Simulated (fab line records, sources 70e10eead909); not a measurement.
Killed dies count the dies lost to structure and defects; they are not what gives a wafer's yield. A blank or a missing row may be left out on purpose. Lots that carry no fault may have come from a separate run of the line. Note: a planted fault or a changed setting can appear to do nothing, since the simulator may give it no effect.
Commonality check across tools	flow nand_harc	Sample size 11 lots and 33 wafers

## WHAT PROMPTED THE OPENING
On 1 of the 11 lots, a flag is raised at NHARC_P_CONTACT_CD_MEAS_12 on the reading cd_nm. Fault-free wafers read 90.0 nm, with a standard deviation of 0.46.
Rule: a lot gets a flag if all its wafers with a number sit over 4 standard deviations from that mean, or if no wafer of it has a number. All remaining lots are regarded as sound.

lot	measured	on	cd_nm (nm), wafer by wafer	flag
L121	day 6 00:58	cd_sem-02	89.6 90.0 89.9	
L123	day 7 02:14	cd_sem-03	89.4 89.3 89.6	
L122	day 7 03:05	cd_sem-02	90.2 90.8 90.8	
L124	day 7 16:05	cd_sem-03	89.8 89.8 90.2	
L125	day 8 00:38	cd_sem-01	89.6 89.9 90.1	
L127	day 8 23:51	cd_sem-02	90.0 90.1 89.4	
L128	day 9 00:37	cd_sem-03	89.7 89.8 89.8	
L129	day 9 13:47	cd_sem-01	90.5 89.6 89.8	
L130	day 10 00:46	cd_sem-03	91.2 90.3 91.3	
L133	day 11 07:53	cd_sem-03	90.6 90.0 89.9	
L134	day 11 21:56	cd_sem-03	94.5 94.7 94.8	FLAGGED
Average over the flagged lots: 94.7 nm; offset from the usual +4.7 nm, equal to +10 standard deviations.

## LOT BY LOT: THE TOOL USED
The record holds 2 process steps before the reading, out of a route of 1302 steps. Cell contents, in order: the tool; ch with the chambers the sampled wafers went through; the start.
lot	flag	NHARC_P_GATE_STRIP_113	NHARC_P_CONTACT_EXPOSE_09
L121		plasma_asher-01 ch 0,1, day 5 20:55	arfi_scanner-03 ch 0, day 6 00:49
L123		plasma_asher-02 ch 0,1, day 6 22:05	arfi_scanner-02 ch 0, day 7 02:06
L122		plasma_asher-02 ch 0,1, day 6 22:59	arfi_scanner-03 ch 0, day 7 02:56
L124		plasma_asher-02 ch 0,1, day 7 12:01	arfi_scanner-02 ch 0, day 7 15:57
L125		plasma_asher-01 ch 0,1, day 7 20:44	arfi_scanner-01 ch 0, day 8 00:30
L127		plasma_asher-02 ch 0,1, day 8 20:04	arfi_scanner-01 ch 0, day 8 23:43
L128		plasma_asher-01 ch 0,1, day 8 20:31	arfi_scanner-01 ch 0, day 9 00:28
L129		plasma_asher-02 ch 0,1, day 9 09:39	arfi_scanner-03 ch 0, day 9 13:39
L130		plasma_asher-01 ch 0,1, day 9 20:50	arfi_scanner-02 ch 0, day 10 00:38
L133		plasma_asher-01 ch 0,1, day 11 03:50	arfi_scanner-03 ch 0, day 11 07:44
L134	FLAGGED	plasma_asher-01 ch 0,1, day 11 18:07	arfi_scanner-02 ch 0, day 11 21:48
What is done by these steps:
- NHARC_P_GATE_STRIP_113: strips in N2/H2, time 740 s.
- NHARC_P_CONTACT_EXPOSE_09: exposes mask P CA, target cd 90 nm.
- NHARC_P_CONTACT_CD_MEAS_12: target cd 90 nm.

## FLAGGED AGAINST TOTAL, ONE TOOL AT A TIME (gauges that did the reading follow at the end)
step	tool	lots run	flagged	share of the flagged lots	sound lots run after its first flagged lot
NHARC_P_GATE_STRIP_113	plasma_asher-01	6	1	all	0
NHARC_P_GATE_STRIP_113	plasma_asher-02	5	0	none	-
NHARC_P_CONTACT_EXPOSE_09	arfi_scanner-01	3	0	none	-
NHARC_P_CONTACT_EXPOSE_09	arfi_scanner-02	4	1	all	0
NHARC_P_CONTACT_EXPOSE_09	arfi_scanner-03	4	0	none	-
NHARC_P_CONTACT_CD_MEAS_12	cd_sem-01	2	0	none	-
NHARC_P_CONTACT_CD_MEAS_12	cd_sem-02	3	0	none	-
NHARC_P_CONTACT_CD_MEAS_12	cd_sem-03	6	1	all	0

## WHAT IS ALLOWED BY THE TABLE
Rows of the table that ran every flagged lot, 3 in all: plasma_asher-01 at NHARC_P_GATE_STRIP_113, arfi_scanner-02 at NHARC_P_CONTACT_EXPOSE_09, cd_sem-03 at NHARC_P_CONTACT_CD_MEAS_12.
- plasma_asher-01 at NHARC_P_GATE_STRIP_113 ran 6 lots, 1 of them flagged. Last sound lot L133 at day 11 03:50, first flagged lot L134 at day 11 18:07; a fault beginning in between fits.
- arfi_scanner-02 at NHARC_P_CONTACT_EXPOSE_09 ran 4 lots, 1 of them flagged. Last sound lot L130 at day 10 00:38, first flagged lot L134 at day 11 21:48; a fault beginning in between fits.
- cd_sem-03 at NHARC_P_CONTACT_CD_MEAS_12 ran 6 lots, 1 of them flagged. Last sound lot L133 at day 11 07:53, first flagged lot L134 at day 11 21:56; a fault beginning in between fits.
Because each of these 3 tools fits a fault that began at some hour, counting lots does not separate them. More lots, or a look at what each step does to the wafer, might.

## WHAT THE SIMULATOR HAD PUT IN
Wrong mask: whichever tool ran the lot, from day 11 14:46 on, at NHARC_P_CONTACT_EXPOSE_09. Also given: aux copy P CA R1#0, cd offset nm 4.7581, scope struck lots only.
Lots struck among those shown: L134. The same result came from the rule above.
